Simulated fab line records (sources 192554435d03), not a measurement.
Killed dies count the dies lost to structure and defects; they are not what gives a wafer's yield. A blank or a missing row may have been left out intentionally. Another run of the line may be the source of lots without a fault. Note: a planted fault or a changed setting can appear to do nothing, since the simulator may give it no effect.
Which tool did it? + flow n5 finfet + 12 lots with 36 wafers sampled at 2 steps, on a route of 1938 steps

WHAT THE GAUGES SHOWED, per wafer
N5_BEOL_M5_CD_MEAS_35: target cd 28 nm, target cd y 24 nm.
| lot  | measured     | on        | cd nm (nm)     |
|------|--------------|-----------|----------------|
| L077 | day 12 01:59 | cd sem-01 | 27.8 28.3 27.4 |
| L075 | day 12 13:58 | cd sem-03 | 28.0 28.7 28.7 |
| L078 | day 12 22:16 | cd sem-03 | 27.6 28.2 29.0 |
| L079 | day 13 05:46 | cd sem-03 | 27.5 28.3 27.5 |
| L084 | day 13 21:31 | cd sem-03 | 27.6 27.3 26.4 |
| L083 | day 14 10:20 | cd sem-03 | 27.6 28.4 28.0 |
| L090 | day 14 21:55 | cd sem-02 | 27.5 27.2 28.2 |
| L087 | day 16 00:52 | cd sem-03 | 27.9 27.9 27.8 |
| L092 | day 16 05:50 | cd sem-03 | 28.7 27.7 27.7 |
| L094 | day 16 13:29 | cd sem-02 | 27.2 28.7 27.6 |
| L093 | day 17 08:29 | cd sem-02 | 28.0 27.8 28.1 |
| L097 | day 17 17:00 | cd sem-01 | 27.4 27.0 27.3 |

EACH LOT AND THE TOOL THAT RAN IT (in order: tool; ch and the chambers of the sampled wafers; start)
| lot  | N5_BEOL_M5_ETCH_67                 |
|------|------------------------------------|
| L077 | rie diel-02 ch 0,1,3, day 12 01:28 |
| L075 | rie diel-06 ch 0,1,3, day 12 13:26 |
| L078 | rie diel-05 ch 0,1,3, day 12 21:44 |
| L079 | rie diel-02 ch 0,3, day 13 05:14   |
| L084 | rie diel-05 ch 0,1,3, day 13 20:59 |
| L083 | rie diel-06 ch 1,3, day 14 09:49   |
| L090 | rie diel-05 ch 1,2,3, day 14 21:24 |
| L087 | rie diel-06 ch 0,2,3, day 16 00:20 |
| L092 | rie diel-02 ch 0,1,3, day 16 05:19 |
| L094 | rie diel-05 ch 0,3, day 16 12:57   |
| L093 | rie diel-02 ch 0,1,2, day 17 07:58 |
| L097 | rie diel-05 ch 1,2,3, day 17 16:29 |
- N5_BEOL_M5_ETCH_67: etches SiARC in CF4, target depth 15.6 nm, time 26 s.

THE ANSWER, worked out from the rows above alone
Rule: usual is defined by the lots themselves. The widest of any qualifying gaps counts: lots, ordered by their means at a reading, are off when they make up no more than a third of the lots, leave a main group of 4 or more, and stand apart from it by 3 or more times the standard deviation of that group's means. If all means in a main group match to the digits the tables above print for the reading, that group is not used. A lot without any number at a reading at which 4 lots or more have one is off too. Where the step has rows for the other lots, those lots are counted as sound.
No lot is off on any of the readings shown, so nothing can be concluded from this.

WHAT THE SIMULATOR HAD PUT IN
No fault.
